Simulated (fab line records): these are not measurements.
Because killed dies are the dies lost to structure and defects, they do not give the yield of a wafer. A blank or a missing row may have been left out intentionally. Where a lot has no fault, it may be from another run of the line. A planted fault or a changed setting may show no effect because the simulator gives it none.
Split-lot study ; flow n5 finfet ; on a route of 1938 steps: 7 lots, 21 wafers read

ABOUT THE SPLIT
At N5_BEOL_M14_PEB_26 (peb time 90 s), the setting peb temp c was moved away from the recipe's 130 C on 2 of the 21 wafers read, by -2.5% to +1.0%. The other wafers ran this setting at the recipe's value.

FROM THE SPLIT TO THE READING: what the file shows between them, 2 steps
- N5_BEOL_M14_DEVELOP_27: develop time 45 s (also split here: develop time s)
- N5_BEOL_M14_HARDBAKE_32: time 120 s

THE READING
At N5_BEOL_M14_CD_MEAS_28: cd nm in nanometres, against a target cd of 284.4 nm. A value of 282.9 nm with a standard deviation of 2.5 nm is what fault-free wafers of this fab line usually give.

wafer;tool, chamber at the split;peb temp c as run, C;against the recipe;cd nm, nm;against lot-mates on the recipe
L080.1;litho track-05, 0;130;recipe;283.0;-
L080.2;litho track-05, 0;130;recipe;283.9;-
L080.4;litho track-05, 0;130;recipe;279.6;-
L084.2;litho track-03, 0;130;recipe;283.2;-
L084.4;litho track-03, 0;130;recipe;286.5;-
L084.5;litho track-03, 0;130;recipe;279.7;-
L085.2;litho track-03, 0;130;recipe;281.7;-
L085.5;litho track-03, 0;130;recipe;281.0;-
L085.6;litho track-03, 0;130;recipe;281.0;-
L090.2;litho track-03, 0;130;recipe;281.0;-
L090.4;litho track-03, 0;130;recipe;283.2;-
L090.5;litho track-03, 0;130;recipe;281.8;-
L094.1;litho track-02, 0;130;recipe;282.3;-
L094.4;litho track-02, 0;130;recipe;284.7;-
L094.5;litho track-02, 0;130;recipe;282.1;-
L093.1;litho track-05, 0;130;recipe;284.1;-
L093.3;litho track-05, 0;130;recipe;279.6;-
L093.6;litho track-05, 0;131.3;+1.0%;284.4;+2.5
L095.1;litho track-05, 0;126.7;-2.5%;267.6;-18.9
L095.2;litho track-05, 0;130;recipe;288.8;-
L095.4;litho track-05, 0;130;recipe;284.3;-

THE FIT
A straight line over all 21 wafers: cd nm changes by +5.33 nm for each +1% of peb temp c; r = +0.80; the points scatter about the line by 2.5 nm.
The same after taking each lot's own level away (the mean of its wafers on the recipe; 21 wafers): +6.75 nm for each +1%; r = +0.90; scatter 2.1 nm.
That fit puts the effect of the largest move of peb temp c on the reading at 17 nm.
Measured against the standard deviation above, the lots' own levels, which go from 281.23 to 286.55 nm, span 2.1 times it.
Thus the slope moves with the lot-to-lot level: the two fits are different.
Check: for one of the wafers moved furthest among these (-2.5%), held out of the fit, the line's prediction against its lot-mates is -6.47 nm. Against them it came out at -18.9 nm.

THE OTHER SPLITS THESE WAFERS WENT THROUGH
These wafers also went through other splits before the reading. Each is held against what the fit with the lots' levels taken away leaves over:
other split on the same wafers;wafers away from the commonest value;r with cd nm (lot level and that fit taken away)
N5_BEOL_M9_TRENCH_ETCH_37 time s;8;+0.37
N5_BEOL_M14_DEVELOP_27 develop time s;4;+0.18

THE FILE'S OWN FIT
cd nm changes by +6.81 nm for each +1% of peb temp c, r = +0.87.
